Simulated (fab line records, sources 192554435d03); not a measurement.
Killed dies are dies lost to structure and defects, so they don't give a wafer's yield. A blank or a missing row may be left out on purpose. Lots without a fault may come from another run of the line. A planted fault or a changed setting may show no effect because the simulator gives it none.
Split-lot experiment | flow n5_finfet | 7 lots, 21 wafers read, on a route of 1938 steps

THE SPLIT
At N5_BEOL_M3_ILD_DEP_00 (deposits SiOC from DEMS/O2, target thk 79 nm, time 15.3 s), the setting time_s was moved away from the recipe's 15.3 s on 7 of the 21 wafers read, by -13.1% to +14.0%. The other wafers ran this setting at the recipe's value.

The file shows no step between the split and the reading.

THE READING
M3_ILD_THK, in nm, at N5_BEOL_M3_THK_MEAS_01. Fault-free wafers of this fab line usually give 79.1 nm, standard deviation 1 nm.

wafer  | tool, chamber at the split | time_s as run, s | against the recipe | M3_ILD_THK, nm | against lot-mates on the recipe
L081.2 | pecvd-02, 0                | 13.55            | -11.4%             | 69.1           | -10.1
L081.3 | pecvd-02, 2                | 15.3             | recipe             | 78.1           | -
L081.6 | pecvd-02, 0                | 15.3             | recipe             | 80.2           | -
L082.2 | pecvd-04, 1                | 15.3             | recipe             | 79.2           | -
L082.3 | pecvd-04, 0                | 15.3             | recipe             | 77.2           | -
L082.5 | pecvd-04, 1                | 14.71            | -3.9%              | 76.1           | -2.1
L088.1 | pecvd-03, 2                | 15.3             | recipe             | 78.4           | -
L088.4 | pecvd-03, 1                | 15.3             | recipe             | 79.4           | -
L088.5 | pecvd-03, 0                | 13.3             | -13.1%             | 69.7           | -9.2
L087.1 | pecvd-02, 1                | 15.3             | recipe             | 77.5           | -
L087.3 | pecvd-02, 2                | 17.44            | +14.0%             | 88.4           | +10.9
L087.5 | pecvd-02, 1                | 17.44            | +14.0%             | 89.8           | +12.3
L089.3 | pecvd-02, 0                | 16.57            | +8.3%              | 84.9           | +6.2
L089.4 | pecvd-02, 2                | 15.3             | recipe             | 78.7           | -
L089.5 | pecvd-02, 0                | 16.57            | +8.3%              | 86.8           | +8.1
L092.2 | pecvd-03, 0                | 15.3             | recipe             | 80.4           | -
L092.5 | pecvd-03, 2                | 15.3             | recipe             | 79.6           | -
L092.6 | pecvd-03, 0                | 15.3             | recipe             | 81.1           | -
L096.3 | pecvd-03, 1                | 15.3             | recipe             | 77.0           | -
L096.4 | pecvd-03, 1                | 15.3             | recipe             | 79.6           | -
L096.5 | pecvd-03, 0                | 15.3             | recipe             | 80.7           | -

THE FIT
A straight line over all 21 wafers: M3_ILD_THK changes by +0.759 nm for each +1% of time_s; r = +0.97; the points scatter about the line by 1.2 nm.
The same after taking each lot's own level away (the mean of its wafers on the recipe; 21 wafers): +0.809 nm for each +1%; r = +0.98; scatter 1 nm.
On that fit, the largest move of time_s shifts the reading by 11 nm.
The lots' own levels span 77.50 to 80.37 nm, that is 2.9 times the standard deviation above.
So the lot-to-lot level changes the slope little: the two slopes agree.
Check: with one of the wafers moved furthest among these (+14.0%) left out of the fit, the line predicts +11.7 nm for it against its lot-mates. It came out at +10.9 nm against them.

OTHER SPLITS ON THESE WAFERS
These wafers also went through other splits before the reading. Each is held against what the fit with the lots' levels taken away leaves over:
other split on the same wafers    | wafers away from the commonest value | r with M3_ILD_THK (lot level and that fit taken away)
N5_BEOL_M0_CUTY_EXPOSE_54 dose_mj | 7                                    | +0.14
N5_BEOL_M0_ETCH_138 source_w      | 4                                    | -0.21
N5_BEOL_M1_ETCH_64 source_w       | 5                                    | +0.20
N5_BEOL_M2_EXPOSE_08 dose_mj      | 6                                    | -0.16
N5_BEOL_M2_DESCUM_16 time_s       | 4                                    | +0.01
N5_BEOL_M2_ALD_98 ald_cycles      | 5                                    | -0.14

THE WHOLE CHAIN: every reading that the file lists as answering this split, in the file's order
step                   | what it does                                              | reading                                                                            | change (the file's fit)               | r (the file's)
N5_BEOL_M3_ILD_DEP_00  | deposits SiOC from DEMS/O2, target thk 79 nm, time 15.3 s | SiOC_of_BEOL_M3_ILD_DEP_00.thk_nm (the simulator's own value, which no gauge read) | +0.799 nm for each +1% of the setting | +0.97
N5_BEOL_M3_THK_MEAS_01 |                                                           | M3_ILD_THK                                                                         | +0.801 for each +1% of the setting    | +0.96

THE FILE'S OWN FIT
M3_ILD_THK changes by +0.801 nm for each +1% of time_s, r = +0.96.
